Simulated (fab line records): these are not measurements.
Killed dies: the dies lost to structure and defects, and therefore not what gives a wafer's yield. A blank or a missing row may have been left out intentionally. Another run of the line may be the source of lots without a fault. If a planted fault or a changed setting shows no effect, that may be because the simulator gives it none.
Which tool did it? -- flow nand harc -- 13 lots, 39 wafers sampled, at 5 steps of a route of 1159

== WHAT EACH GAUGE READ, for each wafer ==
NHARC_A_CONTACT_OVL_MEAS_09.
lot,measured,on,overlay x nm (nm),overlay y nm (nm)
L892,day 16 19:39,overlay-02,0.8 0.4 0.9,1.4 1.4 1.8
L890,day 17 07:02,overlay-02,0.2 0.5 0.2,-0.5 -0.4 -0.5
L891,day 17 13:50,overlay-02,1.0 0.2 1.3,-1.1 -1.8 -1.4
L893,day 18 07:25,overlay-01,1.3 0.8 0.0,0.8 0.0 0.3
L895,day 18 08:42,overlay-02,2.4 1.5 1.3,1.1 1.3 1.2
L896,day 18 09:56,overlay-02,-0.6 0.0 0.1,0.4 0.8 1.0
L899,day 19 12:05,overlay-01,0.1 -0.1 0.1,0.1 -0.2 -0.1
L903,day 19 19:19,overlay-02,-0.5 -0.3 -0.4,0.1 0.2 -0.3
L902,day 19 22:16,overlay-01,0.6 0.5 0.3,0.8 1.0 0.8
L909,day 21 19:23,overlay-01,-0.4 0.2 0.4,0.3 -0.1 0.4
L911,day 22 00:17,overlay-02,-0.2 -0.3 -0.2,0.9 0.4 0.3
L912,day 22 04:31,overlay-01,-1.2 -1.2 -0.9,-0.2 0.2 0.1
L913,day 22 10:10,overlay-02,2.2 2.6 2.0,-0.6 -0.2 -0.5

NHARC_END_SORT_01.
lot,measured,on,killed at array,killed at other,killed at periphery,killed dies,killed open,killed short
L892,day 19 22:36,prober-02,33 40 40,0 1 0,3 3 5,36 44 45,3 5 4,4 3 3
L890,day 20 03:44,prober-01,29 18 21,0 0 0,0 1 1,29 19 22,5 5 2,3 0 1
L891,day 20 10:46,prober-01,18 15 18,0 1 0,4 4 2,22 20 20,1 2 2,4 1 4
L893,day 20 18:34,prober-01,37 37 29,0 1 0,1 1 0,38 39 29,3 3 0,1 1 0
L895,day 21 04:46,prober-01,7 15 10,0 0 0,6 2 2,13 17 12,2 1 1,1 0 2
L896,day 20 21:58,prober-02,33 25 32,0 0 0,2 6 3,35 31 35,6 4 6,1 3 1
L899,day 21 17:55,prober-01,13 15 13,0 0 0,5 8 3,18 23 16,4 2 2,2 0 1
L903,day 22 01:23,prober-02,24 494 23,3 2 5,4 2 4,31 498 32,2 7 3,0 1 5
L902,day 22 03:22,prober-01,490 25 26,0 0 0,0 1 2,490 26 28,3 3 2,1 2 4
L909,day 24 02:41,prober-01,27 26 31,0 0 1,5 1 3,32 27 35,4 6 2,0 2 1
L911,day 24 09:41,prober-01,33 25 35,0 0 0,3 7 1,36 32 36,2 2 1,0 2 2
L912,day 24 18:07,prober-02,53 41 49,0 0 0,0 4 1,53 45 50,2 7 6,0 1 2
L913,day 24 19:32,prober-01,38 37 42,0 0 1,5 4 5,43 41 48,4 2 7,4 1 2

== EACH LOT AND THE TOOL THAT RAN IT (in order: tool; ch and the chambers of the sampled wafers; start) ==
lot,NHARC_A_CONTACT_ETCH_134,NHARC_A_CONTACT_ETCH_139,NHARC_A_CONTACT_ETCH_98
L892,"har cap etch-02 ch 0,1, day 16 20:50","har cap etch-02 ch 0,1, day 16 21:32","rie diel-13 ch 0,1, day 16 21:58"
L890,"har cap etch-03 ch 0,1, day 17 08:13","har cap etch-03 ch 0,1, day 17 08:55","rie diel-11 ch 1,3, day 17 09:25"
L891,"har cap etch-02 ch 0,1, day 17 14:56","har cap etch-02 ch 0,1, day 17 15:37","rie diel-09 ch 0,1,2, day 17 16:11"
L893,"har cap etch-01 ch 0,1, day 18 08:32","har cap etch-01 ch 0,1, day 18 09:14","rie diel-11 ch 0,2,3, day 18 09:44"
L895,"har cap etch-02 ch 0,1, day 18 09:51","har cap etch-02 ch 0,1, day 18 10:33","rie diel-11 ch 0,2,3, day 18 11:04"
L896,"har cap etch-02 ch 0,1, day 18 11:11","har cap etch-02 ch 0,1, day 18 11:53","rie diel-09 ch 1,2,3, day 18 12:21"
L899,"har cap etch-01 ch 0,1, day 19 13:19","har cap etch-01 ch 0,1, day 19 14:01","rie diel-13 ch 0,1,3, day 19 14:35"
L903,"har cap etch-03 ch 0,1, day 19 20:38","har cap etch-03 ch 0,1, day 19 21:19","rie diel-11 ch 0,2,3, day 19 21:52"
L902,"har cap etch-03 ch 0,1, day 19 23:53","har cap etch-03 ch 0,1, day 20 00:35","rie diel-11 ch 0,1,2, day 20 01:05"
L909,"har cap etch-02 ch 0,1, day 21 20:37","har cap etch-02 ch 0,1, day 21 21:18","rie diel-13 ch 0,1,3, day 21 21:54"
L911,"har cap etch-02 ch 0,1, day 22 01:23","har cap etch-02 ch 0,1, day 22 02:04","rie diel-13 ch 0,2, day 22 02:37"
L912,"har cap etch-02 ch 0,1, day 22 06:09","har cap etch-02 ch 0,1, day 22 06:51","rie diel-13 ch 0,1,2, day 22 07:22"
L913,"har cap etch-03 ch 0,1, day 22 11:14","har cap etch-03 ch 0,1, day 22 12:10","rie diel-13 ch 1,2,3, day 22 12:47"
- NHARC_A_CONTACT_ETCH_134: etches the open film in C4F8/O2/Ar, time 140 s, target depth 700 nm.
- NHARC_A_CONTACT_ETCH_139: etches the open film in C4F8/O2/Ar, time 137 s, target depth 590 nm.
- NHARC_A_CONTACT_ETCH_98: etches the open film in C4F6/O2, target depth 20 nm, time 10 s.

== AS READ BY THE TOOLS THEMSELVES (means over the sampled wafers that have a number; for cases with no such wafer, the mark the record gives instead) ==
NHARC_A_CONTACT_ETCH_98.
lot,tool,drypump motor current A (A),oes product au (a.u.),rf vpp V (V),showerhead plenum p Torr (Torr),throttle valve pct (%)
L892,rie diel-13,5.7,0.949,547.0,3.92,26.908
L890,rie diel-11,5.3,0.941,543.1,3.77,26.895
L891,rie diel-09,5.9,0.957,548.2,4.03,26.906
L893,rie diel-11,5.7,0.950,546.5,3.92,26.903
L895,rie diel-11,5.7,0.944,546.4,3.92,26.906
L896,rie diel-09,6.0,0.942,546.9,3.92,26.895
L899,rie diel-13,5.6,0.941,547.0,3.88,26.898
L903,rie diel-11,5.7,0.879,546.7,3.91,26.906
L902,rie diel-11,5.8,0.896,545.6,3.86,26.902
L909,rie diel-13,5.6,0.993,545.9,3.87,26.897
L911,rie diel-13,5.8,0.941,547.6,3.95,26.897
L912,rie diel-13,6.0,0.958,546.7,3.93,26.908
L913,rie diel-13,5.8,0.953,546.7,3.90,26.921

== THE ANSWER, worked out from the rows above alone ==
Rule: the lots themselves supply what counts as usual. Put in order of their means at a reading, lots are off if they are a third of the lots or fewer, leave a main group of 4 or more, and stand apart from it by a gap of 3 or more times the standard deviation of the main group's means; of several such gaps the widest counts. A main group whose means are all the same, to the digits that the tables above print for the reading, isn't used. A lot without any number at a reading at which 4 lots or more have one is off too. All remaining lots with rows at the step are treated as sound. Order of review: gauges by route order, followed by the tools' own readings, for which a lot's mean as printed above is used. The first step at which some lot is off is used, and at that step the reading that is off furthest; a lot without a number counts as furthest.
Off: L903, L902 (NHARC_END_SORT_01, killed dies). Mean 32 and standard deviation 11 in the main group.
A tool fits if, at a process step before that reading, it ran every lot that is off, and no sound lot after the first of them. Not tried: the gauges at NHARC_END_SORT_01; whatever is off there is also off at NHARC_A_CONTACT_ETCH_98, on other tools, and gauge error can't account for it. One candidate fits, namely rie diel-11 at NHARC_A_CONTACT_ETCH_98. A fault onset in the window from L895 (day 18 11:04, its last sound lot) to L903 (day 19 21:52, its first lot off) fits.

== WHAT HAD BEEN PUT IN BY THE SIMULATOR ==
rie diel-11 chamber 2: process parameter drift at NHARC_A_CONTACT_ETCH_98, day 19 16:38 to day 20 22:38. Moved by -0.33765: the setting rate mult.
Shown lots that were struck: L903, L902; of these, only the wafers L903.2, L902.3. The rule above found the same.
